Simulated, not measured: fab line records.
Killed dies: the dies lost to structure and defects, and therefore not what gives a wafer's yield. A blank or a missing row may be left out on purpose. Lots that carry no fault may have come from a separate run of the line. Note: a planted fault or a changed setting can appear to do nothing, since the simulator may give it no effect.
Comparing a struck lot with a sound one -- flow nand_harc -- 13 out of 1302 route steps
Sound: the wafers L241.1, L241.2, L241.3. Struck: wafer L251.4 (left out: L251.3, a lot-mate that was not struck); the cause follows at the end.
Order at every step that has rows: each side's tool, ch and its chambers, its first start. Under that, the readings that differ: sound wafers -- struck wafers -- difference of the means -- sigmas: that difference in standard deviations of wafers without a fault.
alike: a reading whose means differ by less than 2 such deviations, as well as words and numbers matching on both sides. not compared: withheld readings; readings where some wafer has no value; bounds like >300 that might hide an equal value; numbers whose values overlap and for which the record gives no deviation.
A row with sigmas, a row that says differs or no value, or rows on one side alone: a step with any of these is where the two part. Non-overlapping numbers with no deviation appear without sigmas and do not part them. A reading that every wafer of one side lacks parts them only if that side has two wafers or more.

first, 2 steps without rows for these wafers: NHARC_A_SOURCE_PLATE_CVD_03 (deposits poly-Si, target thk 200 nm, time 4000 s); NHARC_A_SOURCE_PLATE_ANNEAL_05 (time 1800 s).
NHARC_A_SOURCE_PLATE_THK_MEAS_06: measures by ellipsometry.
  sound on film_metro-01 at day 11 13:23; struck on film_metro-01 at day 15 19:53
  alike: thk_nm
NHARC_A_SOURCE_PLATE_INSPECT_08:
  sound on defect_inspect-01 at day 11 13:28; struck on defect_inspect-02 at day 15 19:57
  alike: raw_defect_count
then, no rows for these wafers at 1 step: NHARC_A_ONON_D1_DEP_00 (target thk 1000 nm).
NHARC_A_ONON_D1_THK_MEAS_02: measures by ellipsometry.
  sound on film_metro-02 at day 11 14:02; struck on film_metro-02 at day 15 20:31
reading,sound,struck,difference,sigmas
thk_nm (nm),988 988 986,1008,+21,+2
then, no rows for these wafers at 1 step: NHARC_A_ONON_D1_DEP_03 (target thk 1000 nm).
NHARC_A_ONON_D1_THK_MEAS_05: measures by ellipsometry.
  sound on film_metro-02 at day 11 14:36; struck on film_metro-02 at day 15 21:05
  alike: thk_nm
then, no rows for these wafers at 1 step: NHARC_A_ONON_D1_DEP_06 (target thk 1000 nm).
NHARC_A_ONON_D1_THK_MEAS_08: measures by ellipsometry.
  sound on film_metro-01 at day 11 15:10; struck on film_metro-01 at day 15 21:40
  alike: thk_nm
NHARC_A_ONON_D1_DEP_09: target thk 1000 nm.
  sound on pecvd_onon-03 ch 0, day 11 15:13; struck on pecvd_onon-03 ch 0, day 15 21:50
NHARC_A_ONON_D1_THK_MEAS_11: measures by ellipsometry.
  sound on film_metro-02 at day 11 15:44; struck on film_metro-02 at day 15 22:14
reading,sound,struck,difference,sigmas
thk_nm (nm),1000 1000 1003,924,-77,-8
then, no rows for these wafers at 1 step: NHARC_A_ONON_D1_DEP_12 (target thk 1000 nm).

WHERE THEY PART
Last at NHARC_A_ONON_D1_THK_MEAS_11 as far as this record goes, first at NHARC_A_ONON_D1_THK_MEAS_02.

WHY: what the simulator had put in
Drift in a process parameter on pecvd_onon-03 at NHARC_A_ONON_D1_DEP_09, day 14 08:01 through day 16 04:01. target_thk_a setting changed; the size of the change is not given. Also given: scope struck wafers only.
